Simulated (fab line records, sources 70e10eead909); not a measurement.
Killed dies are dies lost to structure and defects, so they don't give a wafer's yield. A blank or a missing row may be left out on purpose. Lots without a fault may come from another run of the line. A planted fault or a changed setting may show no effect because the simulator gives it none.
Which tool did it? | flow nand_harc | 24 lots, 72 wafers sampled, at 6 steps of a route of 1159

WHAT THE GAUGES READ, wafer by wafer
NHARC_A_M0_CD_MEAS_09: target cd 80 nm. Usual: cd_nm 80.4 nm, standard deviation 0.6.
lot  | measured     | on        | cd_nm (nm)     | flag
L074 | day 18 07:36 | cd_sem-02 | 79.3 80.0 80.0 |
L077 | day 18 15:15 | cd_sem-02 | 81.4 81.0 80.1 |
L076 | day 18 16:08 | cd_sem-03 | 81.1 80.5 79.7 |
L075 | day 18 20:49 | cd_sem-01 | 80.0 80.4 81.2 |
L079 | day 19 07:29 | cd_sem-01 | 80.6 80.3 80.4 |
L078 | day 19 12:38 | cd_sem-01 | 80.0 80.5 80.1 |
L081 | day 19 13:04 | cd_sem-03 | 79.7 79.5 79.5 |
L080 | day 20 02:11 | cd_sem-02 | 80.6 80.6 79.8 |
L084 | day 20 10:45 | cd_sem-03 | 80.7 81.1 80.8 |
L082 | day 20 07:12 | cd_sem-02 | 80.7 81.2 80.9 |
L083 | day 20 13:36 | cd_sem-02 | 81.4 80.5 81.1 |
L085 | day 20 13:56 | cd_sem-02 | 81.2 81.1 80.7 |
L087 | day 20 16:27 | cd_sem-03 | 81.4 81.9 80.3 |
L089 | day 20 17:44 | cd_sem-02 | 80.3 80.5 80.5 |
L090 | day 21 15:22 | cd_sem-03 | 80.5 79.9 81.4 |
L086 | day 22 01:08 | cd_sem-01 | 80.2 79.0 80.3 |
L091 | day 21 20:40 | cd_sem-03 | 80.3 79.7 80.6 |
L088 | day 22 01:19 | cd_sem-03 | 80.2 81.0 81.6 |
L092 | day 22 02:10 | cd_sem-03 | 81.5 80.2 80.7 |
L093 | day 22 06:50 | cd_sem-03 | 80.6 80.9 80.1 |
L096 | day 22 17:18 | cd_sem-02 | 80.3 80.5 80.0 |
L094 | day 22 22:36 | cd_sem-02 | 79.8 80.1 79.8 |
L095 | day 23 06:12 | cd_sem-03 | 80.5 80.5 80.2 |
L097 | day 23 07:23 | cd_sem-03 | 79.9 79.5 79.5 |

NHARC_A_M0_OVL_MEAS_10: pitch 160 nm. Usual: overlay_x_nm 0.1 nm, standard deviation 0.9; overlay_y_nm 0.5 nm, standard deviation 0.93.
lot  | measured     | on         | overlay_x_nm (nm) | overlay_y_nm (nm) | flag
L074 | day 18 07:41 | overlay-02 | 2.2 2.1 2.3       | 0.6 1.0 0.9       |
L077 | day 18 15:20 | overlay-02 | -0.4 -0.1 -0.1    | 2.0 1.7 2.1       |
L076 | day 18 16:13 | overlay-02 | -0.4 -1.4 -1.2    | 0.7 1.1 0.5       |
L075 | day 18 20:53 | overlay-02 | 1.0 0.5 0.8       | 1.6 1.5 1.7       |
L079 | day 19 07:35 | overlay-02 | 0.5 0.7 0.5       | 0.9 0.5 0.7       |
L078 | day 19 12:43 | overlay-01 | -0.2 0.0 -0.4     | 0.8 0.6 0.6       |
L081 | day 19 13:10 | overlay-01 | -0.2 0.4 0.5      | 1.3 0.6 0.8       |
L080 | day 20 02:16 | overlay-02 | 1.0 0.8 0.3       | -0.1 0.1 0.2      |
L084 | day 20 10:50 | overlay-02 | -0.9 -0.4 -0.4    | 1.8 1.8 1.5       |
L082 | day 20 07:17 | overlay-01 | 2.4 2.2 2.1       | -0.1 -0.1 -0.1    |
L083 | day 20 13:41 | overlay-01 | 0.0 0.2 -0.4      | -2.1 -2.2 -1.1    |
L085 | day 20 14:01 | overlay-02 | -0.4 -0.5 -1.4    | -0.1 0.2 0.2      |
L087 | day 20 16:32 | overlay-02 | 0.3 -0.4 0.2      | 0.1 0.1 0.8       |
L089 | day 20 17:49 | overlay-01 | -0.2 -1.2 -0.2    | -0.8 -0.6 -1.0    |
L090 | day 21 15:27 | overlay-02 | 0.2 0.1 -0.1      | 0.3 -0.3 0.0      |
L086 | day 22 01:14 | overlay-02 | -0.2 -0.1 -0.1    | 1.5 1.9 1.4       |
L091 | day 21 20:46 | overlay-01 | -0.7 -0.2 -0.2    | -0.7 -0.2 0.2     |
L088 | day 22 01:25 | overlay-02 | 0.5 0.6 0.9       | 1.1 1.0 1.4       |
L092 | day 22 02:16 | overlay-01 | -0.4 -0.2 -0.6    | 0.9 0.3 0.7       |
L093 | day 22 06:56 | overlay-01 | 0.0 -0.1 0.2      | 0.6 0.1 0.8       |
L096 | day 22 17:23 | overlay-01 | 0.9 0.7 0.4       | 0.9 1.6 1.4       |
L094 | day 22 22:41 | overlay-02 | -1.1 -1.7 -1.4    | 0.0 0.2 -0.3      |
L095 | day 23 06:17 | overlay-01 | -1.0 -1.3 -1.7    | -0.2 0.0 -0.5     |
L097 | day 23 07:28 | overlay-02 | 0.1 -0.3 0.0      | -0.7 -1.1 -0.8    |

WHICH TOOL RAN EACH LOT (tool, then ch and the chambers of the sampled wafers, then the start)
lot  | NHARC_A_CONTACT_DEP_57        | NHARC_A_CONTACT_ETCH_132             | NHARC_A_CONTACT_ETCH_91            | NHARC_A_BLC_DESCUM_15
L074 | acl_dep-02 ch 0, day 16 06:42 | har_cap_etch-01 ch 0,1, day 16 10:52 | rie_diel-07 ch 0,1, day 16 11:32   | rie_diel-08 ch 2,3, day 17 19:03
L077 | acl_dep-02 ch 0, day 17 08:25 | har_cap_etch-03 ch 0,1, day 17 13:22 | rie_diel-06 ch 0,1,3, day 17 14:06 | rie_diel-08 ch 1,2,3, day 18 08:04
L076 | acl_dep-01 ch 0, day 17 08:46 | har_cap_etch-01 ch 0,1, day 17 13:41 | rie_diel-07 ch 0,2,3, day 17 14:29 | rie_diel-04 ch 1,2,3, day 18 08:25
L075 | acl_dep-02 ch 0, day 17 14:07 | har_cap_etch-02 ch 0,1, day 17 19:15 | rie_diel-02 ch 0,1, day 17 19:58   | rie_diel-08 ch 0,3, day 18 12:46
L079 | acl_dep-02 ch 0, day 18 03:17 | har_cap_etch-03 ch 0,1, day 18 08:33 | rie_diel-02 ch 0,1,3, day 18 09:24 | rie_diel-04 ch 0,1,2, day 18 21:15
L078 | acl_dep-02 ch 0, day 18 09:23 | har_cap_etch-01 ch 0,1, day 18 13:35 | rie_diel-02 ch 2,3, day 18 14:15   | rie_diel-04 ch 0,1,2, day 19 06:59
L081 | acl_dep-03 ch 0, day 18 12:34 | har_cap_etch-02 ch 0,1, day 18 17:27 | rie_diel-07 ch 0,1,3, day 18 18:10 | rie_diel-08 ch 0,2,3, day 19 07:37
L080 | acl_dep-02 ch 0, day 19 01:59 | har_cap_etch-01 ch 0,1, day 19 06:20 | rie_diel-06 ch 2,3, day 19 06:58   | rie_diel-04 ch 0,3, day 19 22:19
L084 | acl_dep-02 ch 0, day 19 10:40 | har_cap_etch-03 ch 0,1, day 19 16:05 | rie_diel-07 ch 0,1,3, day 19 16:58 | rie_diel-04 ch 0,3, day 20 06:43
L082 | acl_dep-01 ch 0, day 19 11:11 | har_cap_etch-01 ch 0,1, day 19 15:26 | rie_diel-02 ch 0,1,3, day 19 16:08 | rie_diel-04 ch 2,3, day 20 01:32
L083 | acl_dep-03 ch 0, day 19 16:11 | har_cap_etch-03 ch 0,1, day 19 20:26 | rie_diel-06 ch 0,2,3, day 19 21:08 | rie_diel-08 ch 0,2, day 20 07:54
L085 | acl_dep-01 ch 0, day 19 16:30 | har_cap_etch-01 ch 0,1, day 19 21:52 | rie_diel-07 ch 0,1, day 19 22:35   | rie_diel-08 ch 0,2,3, day 20 09:47
L087 | acl_dep-03 ch 0, day 19 20:31 | har_cap_etch-03 ch 0,1, day 20 02:04 | rie_diel-07 ch 0,1,2, day 20 02:50 | rie_diel-08 ch 2,3, day 20 12:29
L089 | acl_dep-01 ch 0, day 19 22:29 | har_cap_etch-02 ch 0,1, day 20 02:40 | rie_diel-07 ch 1,2,3, day 20 03:21 | rie_diel-10 ch 2,3, day 20 13:46
L090 | acl_dep-03 ch 0, day 20 02:17 | har_cap_etch-01 ch 0,1, day 20 07:38 | rie_diel-07 ch 1,3, day 20 08:20   | rie_diel-04 ch 0,1,2, day 20 22:01
L086 | acl_dep-01 ch 0, day 20 03:40 | har_cap_etch-02 ch 0,1, day 20 08:40 | rie_diel-02 ch 0,3, day 20 09:22   | rie_diel-08 ch 1,3, day 21 15:58
L091 | acl_dep-02 ch 0, day 20 06:08 | har_cap_etch-03 ch 0,1, day 20 11:11 | rie_diel-02 ch 0,1,2, day 20 11:53 | rie_diel-08 ch 0,1,3, day 21 14:47
L088 | acl_dep-03 ch 0, day 20 08:59 | har_cap_etch-01 ch 0,1, day 20 13:52 | rie_diel-02 ch 0,1,3, day 20 14:34 | rie_diel-04 ch 0,1,2, day 21 16:42
L092 | acl_dep-03 ch 0, day 21 02:19 | har_cap_etch-02 ch 0,1, day 21 07:14 | rie_diel-06 ch 2,3, day 21 07:57   | rie_diel-04 ch 0,2,3, day 21 20:23
L093 | acl_dep-03 ch 0, day 21 08:17 | har_cap_etch-03 ch 0,1, day 21 13:08 | rie_diel-06 ch 1,2,3, day 21 13:51 | rie_diel-08 ch 0,1,3, day 22 02:24
L096 | acl_dep-03 ch 0, day 21 18:31 | har_cap_etch-02 ch 0,1, day 21 23:41 | rie_diel-07 ch 0,1, day 22 00:24   | rie_diel-04 ch 0,1, day 22 11:01
L094 | acl_dep-02 ch 0, day 22 01:21 | har_cap_etch-03 ch 0,1, day 22 06:11 | rie_diel-07 ch 0,1,3, day 22 06:54 | rie_diel-04 ch 0,2,3, day 22 18:00
L095 | acl_dep-01 ch 0, day 22 04:22 | har_cap_etch-02 ch 0,1, day 22 09:48 | rie_diel-07 ch 0,1, day 22 10:29   | rie_diel-08 ch 1,2, day 22 22:36
L097 | acl_dep-02 ch 0, day 22 10:01 | har_cap_etch-03 ch 0,1, day 22 15:28 | rie_diel-07 ch 0,1,3, day 22 16:11 | rie_diel-08 ch 0,1,2, day 23 01:04
- NHARC_A_CONTACT_DEP_57: deposits aC, target thk 2800 nm.
- NHARC_A_CONTACT_ETCH_132: etches the open film in C4F8/O2/Ar, time 156 s, target depth 958 nm.
- NHARC_A_CONTACT_ETCH_91: etches the open film in CH3F/O2, target depth 40 nm, time 85.7 s.
- NHARC_A_BLC_DESCUM_15: chemistry O2, time 3 s.

WHAT THE TOOLS THEMSELVES READ (means of the sampled wafers that have a number; where no wafer has one, the mark that the record gives instead)
NHARC_A_CONTACT_DEP_57. Usual: throttle_valve_pct 35.001 %, standard deviation 0.0091.
lot  | tool       | throttle_valve_pct (%) | flag
L074 | acl_dep-02 | 34.997                 |
L077 | acl_dep-02 | 35.012                 |
L076 | acl_dep-01 | 34.995                 |
L075 | acl_dep-02 | 35.004                 |
L079 | acl_dep-02 | 35.004                 |
L078 | acl_dep-02 | 34.996                 |
L081 | acl_dep-03 | 34.997                 |
L080 | acl_dep-02 | 35.004                 |
L084 | acl_dep-02 | 34.996                 |
L082 | acl_dep-01 | 35.006                 |
L083 | acl_dep-03 | 34.996                 |
L085 | acl_dep-01 | 35.004                 |
L087 | acl_dep-03 | 35.005                 |
L089 | acl_dep-01 | 35.014                 |
L090 | acl_dep-03 | 34.998                 |
L086 | acl_dep-01 | 34.997                 |
L091 | acl_dep-02 | 34.998                 |
L088 | acl_dep-03 | 35.001                 |
L092 | acl_dep-03 | 34.997                 |
L093 | acl_dep-03 | 34.996                 |
L096 | acl_dep-03 | 35.000                 |
L094 | acl_dep-02 | 35.007                 |
L095 | acl_dep-01 | 35.004                 |
L097 | acl_dep-02 | 34.999                 |

NHARC_A_CONTACT_ETCH_91. Usual: drypump_motor_current_A 5.9 A, standard deviation 0.34; oes_product_au 0.96 a.u., standard deviation 0.038; rf_vpp_V 244.4 V, standard deviation 1.5; showerhead_plenum_p_Torr 2.46 Torr, standard deviation 0.093; throttle_valve_pct 20.663 %, standard deviation 0.0088.
lot  | tool        | drypump_motor_current_A (A) | oes_product_au (a.u.) | rf_vpp_V (V) | showerhead_plenum_p_Torr (Torr) | throttle_valve_pct (%) | flag
L074 | rie_diel-07 | 5.8                         | 0.93                  | 244.8        | 2.55                            | 20.663                 |
L077 | rie_diel-06 | 6.2                         | 0.92                  | 246.2        | 2.54                            | 20.667                 |
L076 | rie_diel-07 | 6.0                         | 0.93                  | 244.2        | 2.46                            | 20.665                 |
L075 | rie_diel-02 | 5.6                         | 0.99                  | 243.0        | 2.36                            | 20.659                 |
L079 | rie_diel-02 | 5.9                         | 0.92                  | 244.1        | 2.39                            | 20.660                 |
L078 | rie_diel-02 | 5.9                         | 1.01                  | 244.1        | 2.44                            | 20.664                 |
L081 | rie_diel-07 | 5.9                         | 0.93                  | 244.2        | 2.47                            | 20.666                 |
L080 | rie_diel-06 | 5.7                         | 1.02                  | 245.0        | 2.51                            | 20.660                 |
L084 | rie_diel-07 | 5.9                         | 0.92                  | 244.9        | 2.47                            | 20.659                 |
L082 | rie_diel-02 | 5.9                         | 1.00                  | 242.9        | 2.38                            | 20.670                 |
L083 | rie_diel-06 | 6.0                         | 0.99                  | 244.6        | 2.48                            | 20.664                 |
L085 | rie_diel-07 | 5.7                         | 0.92                  | 245.1        | 2.53                            | 20.660                 |
L087 | rie_diel-07 | 5.9                         | 0.99                  | 244.7        | 2.54                            | 20.658                 |
L089 | rie_diel-07 | 6.1                         | 0.93                  | 244.6        | 2.48                            | 20.669                 |
L090 | rie_diel-07 | 6.1                         | 0.94                  | 244.0        | 2.41                            | 20.660                 |
L086 | rie_diel-02 | 6.2                         | 0.92                  | 243.3        | 2.36                            | 20.658                 |
L091 | rie_diel-02 | 5.6                         | 0.92                  | 243.8        | 2.36                            | 20.666                 |
L088 | rie_diel-02 | 5.9                         | 0.93                  | 242.4        | 2.38                            | 20.676                 |
L092 | rie_diel-06 | 5.8                         | 1.00                  | 245.1        | 2.52                            | 20.664                 |
L093 | rie_diel-06 | 5.8                         | 1.01                  | 244.1        | 2.55                            | 20.659                 |
L096 | rie_diel-07 | 5.8                         | 1.01                  | 245.7        | 2.55                            | 20.669                 |
L094 | rie_diel-07 | 5.9                         | 0.93                  | 245.7        | 2.46                            | 20.667                 |
L095 | rie_diel-07 | 5.7                         | 0.93                  | 244.9        | 2.52                            | 20.664                 |
L097 | rie_diel-07 | 5.9                         | 1.01                  | 244.5        | 2.46                            | 20.658                 |

NHARC_A_BLC_DESCUM_15. Usual: drypump_motor_current_A 5.8 A, standard deviation 0.48; oes_product_au 0.996 a.u., standard deviation 0.01; rf_vpp_V 57.8 V, standard deviation 0.93; showerhead_plenum_p_Torr 1.91 Torr, standard deviation 0.077; throttle_valve_pct 11.310 %, standard deviation 0.0086.
lot  | tool        | drypump_motor_current_A (A) | oes_product_au (a.u.) | rf_vpp_V (V) | showerhead_plenum_p_Torr (Torr) | throttle_valve_pct (%) | flag
L074 | rie_diel-08 | 5.5                         | 0.991                 | 58.4         | 2.01                            | 11.310                 |
L077 | rie_diel-08 | 5.7                         | 0.987                 | 58.7         | 1.98                            | 11.311                 |
L076 | rie_diel-04 | 5.9                         | 1.000                 | 57.5         | 1.87                            | 11.318                 |
L075 | rie_diel-08 | 5.9                         | 0.988                 | 58.2         | 1.98                            | 11.305                 |
L079 | rie_diel-04 | 5.6                         | 1.006                 | 57.4         | 1.87                            | 11.308                 |
L078 | rie_diel-04 | 5.6                         | 1.002                 | 58.2         | 1.87                            | 11.311                 |
L081 | rie_diel-08 | 5.6                         | 0.989                 | 57.5         | 1.98                            | 11.301                 |
L080 | rie_diel-04 | 6.4                         | 1.002                 | 57.0         | 1.82                            | 11.306                 |
L084 | rie_diel-04 | 6.2                         | 0.998                 | 57.2         | 1.83                            | 11.304                 |
L082 | rie_diel-04 | 6.2                         | 0.997                 | 57.6         | 1.87                            | 11.312                 |
L083 | rie_diel-08 | 5.4                         | 0.983                 | 57.7         | 1.97                            | 11.302                 |
L085 | rie_diel-08 | 5.6                         | 0.984                 | 58.1         | 1.98                            | 11.303                 |
L087 | rie_diel-08 | 5.5                         | 1.000                 | 58.7         | 2.01                            | 11.312                 |
L089 | rie_diel-10 | 6.3                         | 0.989                 | 58.4         | 1.99                            | 11.312                 |
L090 | rie_diel-04 | 5.6                         | 0.997                 | 57.2         | 1.87                            | 11.306                 |
L086 | rie_diel-08 | 6.1                         | 1.000                 | 57.9         | 1.95                            | 11.311                 |
L091 | rie_diel-08 | 6.1                         | 1.000                 | 58.1         | 1.95                            | 11.306                 |
L088 | rie_diel-04 | 5.6                         | 0.994                 | 57.7         | 1.86                            | 11.311                 |
L092 | rie_diel-04 | 6.0                         | 0.991                 | 58.0         | 1.86                            | 11.314                 |
L093 | rie_diel-08 | 6.1                         | 1.001                 | 58.9         | 1.95                            | 11.322                 |
L096 | rie_diel-04 | 5.7                         | 1.003                 | 57.7         | 1.82                            | 11.319                 |
L094 | rie_diel-04 | 6.0                         | 0.997                 | 57.3         | 1.86                            | 11.314                 |
L095 | rie_diel-08 | 5.4                         | 0.998                 | 57.8         | 1.96                            | 11.322                 |
L097 | rie_diel-08 | 5.8                         | 1.001                 | 59.0         | 1.94                            | 11.307                 |

THE ANSWER, worked out from the rows above alone
Rule: a lot is off if the mean of its wafers that have a number lies more than 3 standard deviations from the usual mean. A lot without any number at a reading at which 4 lots or more have one is off too. The other lots that the step has rows for count as sound. The gauges are gone through in route order, then the tools' own readings, and for those a lot's mean is taken as printed above. The first step at which some lot is off is used, and at that step the reading that is off furthest; a lot without a number counts as furthest.
No lot is off at any reading shown: from this, nothing can be told.

WHAT THE SIMULATOR HAD PUT IN
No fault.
